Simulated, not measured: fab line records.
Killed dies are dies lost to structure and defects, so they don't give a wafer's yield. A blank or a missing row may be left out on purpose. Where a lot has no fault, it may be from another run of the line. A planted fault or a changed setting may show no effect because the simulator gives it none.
Comparing a struck lot with a sound one :: flow n5Finfet :: 15 steps out of a route of 1938
Sound: these wafers, L685.2, L685.3, L685.5. Struck: wafer L673.6 (left out: L673.4, a lot-mate that was not struck); the cause follows at the end.
Order at every step that has rows: each side's tool, ch and its chambers, its first start. Under that, the readings that differ: sound wafers :: struck wafers :: difference of the means :: sigmas: that difference in standard deviations of wafers without a fault.
alike: readings whose means differ by less than 2 such deviations, and words and numbers that are the same on both sides. not compared: withheld readings, readings that some wafer has no value for, bounds like >300 that may hide the same value, and numbers for which the record gives no deviation and whose values overlap.
Wherever a step has rows on one side only, a row that says differs or no value, or a row with sigmas, the two part there. Numbers that don't overlap but have no deviation are shown without sigmas and don't part them. A reading missing from all wafers of one side parts the sides only when that side holds two or more wafers.

N5_SDB_THK_MEAS_31:
  sound: filmMetro-01 at day 8 15:50; struck: filmMetro-01 at day 5 17:19
  alike: SDB_THK
N5_SDB_INSPECT_36: inspects for defects (darkfield).
  sound: defectInspect-01 at day 8 15:51; struck: defectInspect-01 at day 5 17:20
reading: rawDefectCount
sound: 26 85 64
struck: 18
difference: -40
sigmas: -2
N5_DUMMY_REMOVAL_HM_STRIP_01: strips SiNx in CH3F/O2, stops on poly-Si, target depth 4 nm, time 6.8 s.
  sound on rieDiel-03 ch 0,1,3, day 8 15:53; struck on rieDiel-03 ch 2, day 5 17:23
reading: throttleValvePct (%)
sound: 16.50 16.38 16.38
struck: 16.05
difference: -0.37
sigmas: -2
  alike: drypumpMotorCurrentA, oesProductAu, rfVppV, showerheadPlenumPTorr
  not compared: rfHoursCounterH
N5_DUMMY_REMOVAL_STRIP_10: strips in N2/H2, time 40 s.
  sound on rieDiel-03 ch 0,1,3, day 8 15:55; struck on rieDiel-03 ch 2, day 5 17:26
reading: biasPowerW (W)
sound: 2.990 2.998 2.986
struck: 3.013
difference: +0.022
sigmas: +2

reading: rfVppV (V)
sound: 45.1 46.0 46.0
struck: 43.8
difference: -1.9
sigmas: -2

reading: throttleValvePct (%)
sound: 12.33 12.28 12.21
struck: 11.86
difference: -0.41
sigmas: -2
  alike: drypumpMotorCurrentA, n2FlowSccm, oesProductAu, showerheadPlenumPTorr
  not compared: rfHoursCounterH
then, 2 steps without rows for these wafers: N5_DUMMY_REMOVAL_PRECLEAN_07 (cleans in dHF, time 30 s); N5_DUMMY_REMOVAL_DUMMY_REMOVE_02 (chemistry TMAH, target poly-Si, stops on SiO2, target depth 142 nm, time 57 s, rinse time 30 s).
N5_DUMMY_REMOVAL_INSPECT_06: inspects for defects (brightfield).
  sound: defectInspect-02 at day 8 16:05; struck: defectInspect-02 at day 5 17:35
  alike: rawDefectCount
then, 4 steps without rows for these wafers: N5_DUMMY_REMOVAL_PRECLEAN_08 (cleans in NF3:NH3, afs cycles 2, time 20 s, sublimation time 60 s); N5_DUMMY_REMOVAL_PRECLEAN_04 (cleans in DHF, time 37 s); N5_DUMMY_REMOVAL_SRD_05 (time 30 s); N5_HKMG_FIN_IL_REGROW_00 (material SiO2, chemistry O3, target thk 0.75 nm, time 30 s).
N5_HKMG_FIN_HK_ALD_01: deposits HfO2, target thk 1.6 nm, pulse time 3 s, purge time 3 s.
  sound on aldHk-03 ch 0,1, day 8 16:26; struck on aldHk-03 ch 2, day 5 17:56
  alike: precursorPulseHeightRel
N5_HKMG_FIN_HK_ANNEAL_02: time 30 s.
  sound on rtpAnneal-01 ch 0, day 8 16:50; struck on rtpAnneal-01 ch 0, day 5 18:20
reading: lampPowerPct (%)
sound: 8.82 8.81 8.81
struck: 8.99
difference: +0.18
sigmas: +3

reading: lamp_zone_1_pct (%)
sound: 8.802 8.802 8.804
struck: 8.917
difference: +0.114
sigmas: +12

reading: lamp_zone_2_pct (%)
sound: 8.793 8.794 8.795
struck: 8.922
difference: +0.128
sigmas: +13

reading: lamp_zone_3_pct (%)
sound: 8.790 8.787 8.785
struck: 8.910
difference: +0.123
sigmas: +13

reading: lamp_zone_4_pct (%)
sound: 8.789 8.804 8.801
struck: 8.902
difference: +0.104
sigmas: +9

reading: lamp_zone_5_pct (%)
sound: 8.803 8.796 8.798
struck: 8.928
difference: +0.129
sigmas: +14

reading: lamp_zone_6_pct (%)
sound: 8.709 8.732 8.735
struck: 8.836
difference: +0.111
sigmas: +12

reading: lamp_zone_7_pct (%)
sound: 9.180 9.169 9.217
struck: 9.302
difference: +0.113
sigmas: +10
  alike: wafer_temp_C_max
N5_HKMG_FIN_ALD_74: deposits La2O3, target thk 0.5 nm, pulse time 6 s, co reactant pulse time 1 s.
  sound on aldHk-01 ch 1,2, day 8 17:02; struck on aldHk-02 ch 2, day 5 18:28
  alike: heaterPowerW, precursorPulseHeightRel
-- record jumps: 4 days separate the struck wafers' starts on either side; left off in module HKMG_FIN, taken up again in module BEOL_M4, whose first shown step is the route's number 1111 --
N5_BEOL_M4_RC_MEAS_101:
  sound on prober-02 ch 0, day 13 01:07; struck on prober-01 ch 0, day 10 00:29
reading: DIBL_P (mV/V)
sound: 35.7 36.4 36.0
struck: 32.4
difference: -3.6
sigmas: -2
  alike: DIBL_N, IOFF_N, IOFF_P, ION_N, ION_P, SS_N, SS_P, VT_N, VT_P

WHERE THEY PART
First at N5_SDB_INSPECT_36; last, within this record, at N5_BEOL_M4_RC_MEAS_101.

WHY: what the simulator had put in
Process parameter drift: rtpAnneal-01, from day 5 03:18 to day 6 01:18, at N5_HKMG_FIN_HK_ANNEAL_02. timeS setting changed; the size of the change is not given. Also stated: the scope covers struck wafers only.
